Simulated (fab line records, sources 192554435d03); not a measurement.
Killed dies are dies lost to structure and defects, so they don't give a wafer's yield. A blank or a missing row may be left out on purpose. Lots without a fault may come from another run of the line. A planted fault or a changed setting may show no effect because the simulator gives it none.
A struck lot beside a sound one | flow n5_finfet | 16 steps out of a route of 1938
Sound: wafers L537.3, L537.5, L537.6. Struck: wafer L542.5. (L542.2, L542.4 of the same lot were not struck and are left out.) The cause comes at the end.
At each step with rows: each side's tool, then ch and its chambers, then its first start. Under that, the readings that differ: sound wafers | struck wafers | difference of the means | sigmas: that difference in standard deviations of wafers without a fault.
alike: readings whose means differ by less than 2 such deviations, and words and numbers that are the same on both sides. not compared: withheld readings, readings that some wafer has no value for, bounds like >300 that may hide the same value, and numbers for which the record gives no deviation and whose values overlap.
The two part at a step that has a row with sigmas, a row that says differs or no value, or rows on one side only. Numbers that don't overlap but have no deviation are shown without sigmas and don't part them. A reading that every wafer of one side lacks parts them only if that side has two wafers or more.

N5_MOL_CONTACT_COAG_OVL_MEAS_85:
  sound on overlay-02 ch 0, day 5 20:20; struck on overlay-02 ch 0, day 7 03:55
  alike: VG_OVL
N5_MOL_CONTACT_COAG_INSPECT_57: inspects for defects (brightfield).
  sound on defect_inspect-01, day 5 20:23; struck on defect_inspect-01, day 7 03:58
  alike: raw_defect_count
N5_MOL_CONTACT_COAG_DESCUM_88: chemistry O2, time 7 s.
  sound on rie_diel-04 ch 0,1, day 5 20:25; struck on rie_diel-05 ch 3, day 7 04:01
  alike: bias_power_w, drypump_motor_current_A, oes_product_au, rf_vpp_V, showerhead_plenum_p_Torr, throttle_valve_pct
  not compared: rf_hours_counter_h
then, 1 step without rows for these wafers: N5_MOL_CONTACT_COAG_ETCH_89 (etches underlayer in N2/H2, target depth 13 nm, time 10.4 s).
N5_MOL_CONTACT_COAG_ETCH_90: etches SiARC in CF4, target depth 13 nm, time 21.7 s.
  sound on rie_diel-04 ch 0,1, day 5 20:29; struck on rie_diel-05 ch 3, day 7 04:04
  alike: bias_w, drypump_motor_current_A, etch_rf_on_time_s, oes_product_au, rf_vpp_V, showerhead_plenum_p_Torr, throttle_valve_pct
  not compared: rf_hours_counter_h
N5_MOL_CONTACT_COAG_ALD_131: deposits SiO2, target thk 5 nm, pulse time 1 s, co reactant pulse time 1 s.
  sound on ald_sin-01 ch 1,2, day 5 20:34; struck on ald_sin-02 ch 3, day 7 04:09
  reading              | sound                | struck | difference | sigmas
  susceptor_temp_C (C) | 100.18 100.35 100.10 | 99.92  | -0.29      | -2
  alike: heater_power_w, precursor_pulse_height_rel
N5_MOL_CONTACT_COAG_ETCHBACK_132: etches SiO2 in CHF3, target depth 10 nm, time 6.7 s.
  sound on rie_diel-04 ch 2,3, day 5 20:44; struck on rie_diel-04 ch 3, day 7 04:20
  alike: drypump_motor_current_A, oes_ar_750_au, oes_product_au, rf_vpp_V, showerhead_plenum_p_Torr, throttle_valve_pct
  not compared: rf_hours_counter_h
then, 5 steps without rows for these wafers: N5_MOL_CONTACT_COAG_ETCH_91 (etches SOC in N2/H2, target depth 60 nm, overetch 21 nm, time 101.2 s); N5_MOL_CONTACT_COAG_STRIP_92 (strips in N2/H2); N5_MOL_CONTACT_COAG_STRIP_93 (strips in N2/H2); N5_MOL_CONTACT_COAG_ETCHBACK_135 (etches SiO2 in CHF3, target depth 25 nm, time 16.7 s); N5_MOL_CONTACT_COAG_STRIP_118 (strips in CHF3).
N5_MOL_CONTACT_COAG_VIA_ETCH_46: etches SiO2 in C4F6/O2, target depth 46 nm, overetch 9.2 nm, time 40 s.
  sound on rie_diel-04 ch 2,3, day 5 20:53; struck on rie_diel-04 ch 3, day 7 04:29
  reading      | sound             | struck | difference | sigmas
  bias_w (W)   | 454.1 454.6 455.2 | 513.5  | +58.9      | +42
  rf_vpp_V (V) | 1577 1578 1576    | 1724   | +147       | +5
  alike: drypump_motor_current_A, oes_ar_750_au, oes_product_au, showerhead_plenum_p_Torr, throttle_valve_pct
  not compared: rf_hours_counter_h
N5_MOL_CONTACT_COAG_STRIP_96: strips in N2/H2.
  sound on rie_diel-04 ch 2,3, day 5 20:58; struck on rie_diel-04 ch 3, day 7 04:33
  reading          | sound             | struck | difference | sigmas
  bias_power_w (W) | 27.96 27.93 28.12 | 28.21  | +0.21      | +2
  alike: drypump_motor_current_A, oes_product_au, rf_vpp_V, showerhead_plenum_p_Torr, throttle_valve_pct
  not compared: rf_hours_counter_h
-- the record jumps here: 3 days lie between the struck wafers' starts before and after (it left off in module MOL_CONTACT_COAG and takes up again in module BEOL_M4, whose first step shown is number 1111 of the route) --
N5_BEOL_M4_RC_MEAS_101:
  sound on prober-02 ch 0, day 8 19:37; struck on prober-01 ch 0, day 9 18:44
  reading       | sound          | struck | difference | sigmas
  ION_N (uA/um) | 675 673 672    | 639    | -34        | -3
  SS_N (mV/dec) | 70.7 71.3 70.6 | 72.4   | +1.5       | +3
  alike: DIBL_N, DIBL_P, IOFF_N, IOFF_P, ION_P, SS_P, VT_N, VT_P
-- the record jumps here: 5 days lie between the struck wafers' starts before and after (it left off in module BEOL_M4 and takes up again in module PASSIVATION, whose first step shown is number 1936 of the route) --
N5_PASSIVATION_PROBE_49:
  sound on prober-01, day 13 04:23; struck on prober-01, day 14 09:08
  reading      | sound    | struck | difference | sigmas
  killed_short | 24 43 35 | 17     | -17        | -2
  alike: defect_limited_yield, killed_at_M0_to_M3, killed_at_M4_up, killed_at_contacts, killed_at_front_end, killed_at_other, killed_dies, killed_on_rim, killed_open, sort_bin_5_function, sort_bin_6_memory, sort_n_pass, sort_yield_pct

WHERE THEY PART
First at N5_MOL_CONTACT_COAG_ALD_131; last, within this record, at N5_PASSIVATION_PROBE_49.

WHY: what the simulator had put in
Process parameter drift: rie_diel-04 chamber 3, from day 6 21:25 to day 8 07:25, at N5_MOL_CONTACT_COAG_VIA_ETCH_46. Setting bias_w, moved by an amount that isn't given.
